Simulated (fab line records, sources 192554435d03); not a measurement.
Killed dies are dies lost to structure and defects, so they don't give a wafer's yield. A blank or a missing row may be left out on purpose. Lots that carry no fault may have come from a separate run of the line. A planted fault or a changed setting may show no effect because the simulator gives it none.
The tool behind it: which one?    flow n5 finfet    24 lots, 72 wafers sampled, at 4 steps of a route of 1938

== WHAT EACH GAUGE READ, for each wafer ==
N5_BEOL_M3_CD_MEAS_11: target cd 17.05 nm. Usual: cd nm at 16.86 nm, with a standard deviation of 0.27.
lot   measured      on         cd nm (nm)         flag
L074  day 7 12:11   cd sem-02  16.84 17.11 16.72  
L075  day 7 17:24   cd sem-02  16.86 17.14 16.74  
L077  day 7 18:53   cd sem-03  16.89 17.37 17.11  
L076  day 7 20:34   cd sem-01  17.17 16.76 16.52  
L079  day 8 10:41   cd sem-01  17.22 16.36 16.76  
L078  day 8 16:58   cd sem-03  16.85 16.87 16.80  
L081  day 9 10:50   cd sem-02  17.29 16.61 16.78  
L080  day 9 12:32   cd sem-01  16.77 16.51 16.54  
L083  day 9 17:59   cd sem-02  16.22 16.89 16.28  
L082  day 10 08:32  cd sem-01  16.29 17.06 17.52  
L084  day 10 12:07  cd sem-02  16.57 17.15 16.28  
L085  day 10 19:20  cd sem-01  17.02 16.83 17.21  
L086  day 10 20:00  cd sem-01  17.09 16.53 16.45  
L087  day 11 04:26  cd sem-02  17.13 16.46 16.84  
L088  day 11 14:51  cd sem-03  17.00 16.87 16.74  
L090  day 11 22:22  cd sem-02  17.00 17.12 16.95  
L089  day 12 02:04  cd sem-01  16.60 16.44 16.72  
L091  day 12 02:28  cd sem-02  17.22 17.12 17.36  
L092  day 12 11:19  cd sem-01  16.82 16.89 17.17  
L093  day 12 15:56  cd sem-01  16.66 16.70 16.93  
L094  day 12 20:48  cd sem-03  16.87 17.28 16.71  
L095  day 13 07:33  cd sem-02  17.04 17.28 16.90  
L096  day 13 14:20  cd sem-02  17.00 17.07 16.68  
L097  day 13 14:50  cd sem-01  17.10 16.48 16.43  

N5_BEOL_M3_OVL_MEAS_12. Usual: M3_OVL typically reads 0.1 nm, with standard deviation 0.76.
lot   measured      on          M3_OVL (nm)     flag
L074  day 7 12:13   overlay-01  0.0 0.8 0.9     
L075  day 7 17:26   overlay-01  -1.6 -1.3 -0.5  
L077  day 7 18:55   overlay-02  0.0 -0.1 1.0    
L076  day 7 20:36   overlay-02  -0.2 0.0 0.1    
L079  day 8 10:43   overlay-01  0.3 -1.1 -0.5   
L078  day 8 17:00   overlay-02  0.4 -0.2 -0.7   
L081  day 9 10:52   overlay-01  0.0 -0.8 -0.3   
L080  day 9 12:34   overlay-01  0.2 0.1 0.3     
L083  day 9 18:01   overlay-01  -0.8 0.5 0.6    
L082  day 10 08:34  overlay-01  0.0 0.5 -0.2    
L084  day 10 12:08  overlay-02  0.1 0.8 -0.1    
L085  day 10 19:22  overlay-02  1.4 0.7 0.7     
L086  day 10 20:02  overlay-02  -0.4 -0.1 0.6   
L087  day 11 04:28  overlay-02  1.2 1.1 1.0     
L088  day 11 14:53  overlay-01  -0.5 -0.8 -0.1  
L090  day 11 22:23  overlay-02  -0.4 -0.7 -0.7  
L089  day 12 02:05  overlay-01  0.7 0.6 0.9     
L091  day 12 02:30  overlay-02  -0.5 -0.8 0.3   
L092  day 12 11:21  overlay-02  -1.0 -1.4 -0.2  
L093  day 12 15:58  overlay-01  0.0 -0.2 -0.6   
L094  day 12 20:50  overlay-01  -0.4 -0.1 -0.7  
L095  day 13 07:35  overlay-01  -0.8 -0.1 0.0   
L096  day 13 14:22  overlay-02  0.5 0.8 1.9     
L097  day 13 14:52  overlay-02  0.3 -0.3 0.0    

== WHICH TOOL RAN EACH LOT (tool, then ch and the chambers of the sampled wafers, then the start) ==
lot   N5_BEOL_M2_SPUTTER_79         N5_BEOL_M2_ANNEAL_89
L074  pvd sputter-01, day 7 07:29   pvd sputter-01, day 7 08:14
L075  pvd sputter-01, day 7 10:31   pvd sputter-01, day 7 11:15
L077  pvd sputter-02, day 7 14:59   pvd sputter-02, day 7 15:43
L076  pvd sputter-03, day 7 15:10   pvd sputter-03, day 7 15:54
L079  pvd sputter-02, day 8 04:55   pvd sputter-02, day 8 05:39
L078  pvd sputter-02, day 8 12:32   pvd sputter-02, day 8 13:17
L081  pvd sputter-02, day 9 05:16   pvd sputter-02, day 9 06:00
L080  pvd sputter-03, day 9 08:32   pvd sputter-03, day 9 09:17
L083  pvd sputter-03, day 9 14:03   pvd sputter-03, day 9 14:47
L082  pvd sputter-03, day 10 04:19  pvd sputter-03, day 10 05:04
L084  pvd sputter-02, day 10 08:55  pvd sputter-02, day 10 09:39
L085  pvd sputter-03, day 10 15:21  pvd sputter-03, day 10 16:05
L086  pvd sputter-02, day 10 15:37  pvd sputter-02, day 10 16:21
L087  pvd sputter-01, day 11 00:43  pvd sputter-01, day 11 01:27
L088  pvd sputter-02, day 11 10:23  pvd sputter-02, day 11 11:08
L090  pvd sputter-03, day 11 16:41  pvd sputter-03, day 11 17:26
L089  pvd sputter-02, day 11 20:18  pvd sputter-02, day 11 21:02
L091  pvd sputter-03, day 11 21:51  pvd sputter-03, day 11 22:35
L092  pvd sputter-02, day 12 05:56  pvd sputter-02, day 12 06:41
L093  pvd sputter-01, day 12 12:28  pvd sputter-01, day 12 13:13
L094  pvd sputter-03, day 12 17:14  pvd sputter-03, day 12 17:58
L095  pvd sputter-03, day 13 02:13  pvd sputter-03, day 13 02:57
L096  pvd sputter-01, day 13 08:29  pvd sputter-01, day 13 09:13
L097  pvd sputter-01, day 13 10:56  pvd sputter-01, day 13 11:41
- N5_BEOL_M2_SPUTTER_79: material Cu, target thk 4.5 nm, time 8.29 s.
- N5_BEOL_M2_ANNEAL_89: time 240 s.

== WHAT THE TOOLS THEMSELVES READ (means of the sampled wafers that have a number; where no wafer has one, the mark that the record gives instead) ==
N5_BEOL_M2_SPUTTER_79. Usual: throttle valve pct at 29.9 %, with a standard deviation of 0.73.
lot   tool            throttle valve pct (%)  flag
L074  pvd sputter-01  30.2                    
L075  pvd sputter-01  30.5                    
L077  pvd sputter-02  29.9                    
L076  pvd sputter-03  29.5                    
L079  pvd sputter-02  30.0                    
L078  pvd sputter-02  30.1                    
L081  pvd sputter-02  29.9                    
L080  pvd sputter-03  30.0                    
L083  pvd sputter-03  29.6                    
L082  pvd sputter-03  29.3                    
L084  pvd sputter-02  30.1                    
L085  pvd sputter-03  30.1                    
L086  pvd sputter-02  30.0                    
L087  pvd sputter-01  30.3                    
L088  pvd sputter-02  29.9                    
L090  pvd sputter-03  29.2                    
L089  pvd sputter-02  30.5                    
L091  pvd sputter-03  29.5                    
L092  pvd sputter-02  29.5                    
L093  pvd sputter-01  30.3                    
L094  pvd sputter-03  29.6                    
L095  pvd sputter-03  30.1                    
L096  pvd sputter-01  30.5                    
L097  pvd sputter-01  30.1                    

N5_BEOL_M2_ANNEAL_89. Usual: heater power w at 808 W, with a standard deviation of 48.
lot   tool            heater power w (W)  flag
L074  pvd sputter-01  843                 
L075  pvd sputter-01  847                 
L077  pvd sputter-02  747                 
L076  pvd sputter-03  809                 
L079  pvd sputter-02  764                 
L078  pvd sputter-02  784                 
L081  pvd sputter-02  789                 
L080  pvd sputter-03  825                 
L083  pvd sputter-03  851                 
L082  pvd sputter-03  844                 
L084  pvd sputter-02  744                 
L085  pvd sputter-03  840                 
L086  pvd sputter-02  800                 
L087  pvd sputter-01  842                 
L088  pvd sputter-02  764                 
L090  pvd sputter-03  841                 
L089  pvd sputter-02  798                 
L091  pvd sputter-03  808                 
L092  pvd sputter-02  774                 
L093  pvd sputter-01  834                 
L094  pvd sputter-03  834                 
L095  pvd sputter-03  827                 
L096  pvd sputter-01  829                 
L097  pvd sputter-01  845                 

== THE ANSWER, worked out from the rows above alone ==
Rule: take the mean of a lot's wafers that have a number; if it is more than 3 standard deviations from the usual mean, the lot is off. Also off: a lot with no number at a reading for which 4 or more lots have one. Any other lot the step has rows for is counted as sound. The gauges are gone through in route order, then the tools' own readings, and for those a lot's mean is taken as printed above. The first step at which some lot is off is used, and at that step the reading that is off furthest; a lot without a number counts as furthest.
Across all readings shown, no lot is off: no conclusion can be drawn from this.

== WHAT THE SIMULATOR PUT IN ==
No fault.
